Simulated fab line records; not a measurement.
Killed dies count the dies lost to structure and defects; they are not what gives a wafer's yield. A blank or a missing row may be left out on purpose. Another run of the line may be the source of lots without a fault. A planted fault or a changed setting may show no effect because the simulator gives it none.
Matching of chambers	flow n5 finfet	ald metal-02 running N5_BEOL_M4_ALD_84: 4 sister chambers
The step deposits TaN, pulse time 2 s, purge time 3 s, co reactant purge time 2 s. 8 wafers are shown with their chamber, then 11 later ones without.

WAFERS WITH THEIR CHAMBER
wafer	chamber	heater power w (W)	chamber pressure Torr (Torr)
L087.6	2	400	3.016
L089.1	0	334	3.010
L089.4	3	428	2.987
L089.6	3	425	2.995
L092.1	1	398	3.002
L092.4	2	410	2.995
L092.5	1	391	3.002
L093.1	0	336	2.994

WAFERS WITHOUT THEIR CHAMBER
wafer	heater power w (W)	chamber pressure Torr (Torr)
L093.4	423	3.011
L093.6	423	3.002
L096.1	389	3.001
L096.3	412	3.012
L096.5	425	2.994
L094.1	339	3.004
L094.5	343	2.998
L094.6	400	3.005
L097.2	345	2.997
L097.4	417	3.006
L097.6	398	2.997

CHAMBER TAKEN BY EACH
wafer	from the rows above	in truth
L093.4	can't be placed: 3 or 2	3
L093.6	3	3
L096.1	1	1
L096.3	2	2
L096.5	3	3
L094.1	0	0
L094.5	0	0
L094.6	can't be placed: 2 or 1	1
L097.2	0	0
L097.4	can't be placed: 3 or 2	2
L097.6	can't be placed: 1 or 2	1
Correct placement for 7 of the 11. Not placeable from these rows: 4 (in 4, the candidates include the true chamber). Number placed wrongly: 0.
How it was worked out, from the rows above alone: a wafer's distance from a chamber is the root of the sum, over the readings, of the square of ((its reading less the chamber's mean) divided by the reading's scatter). The wafer belongs to the nearest chamber; if the next one is less than 2 further off, it can't be placed. A chamber's mean is the mean of its shown wafers. The scatter: the root of (the sum of the squares of (reading less its chamber's mean) over the shown wafers, divided by (wafers less chambers)).
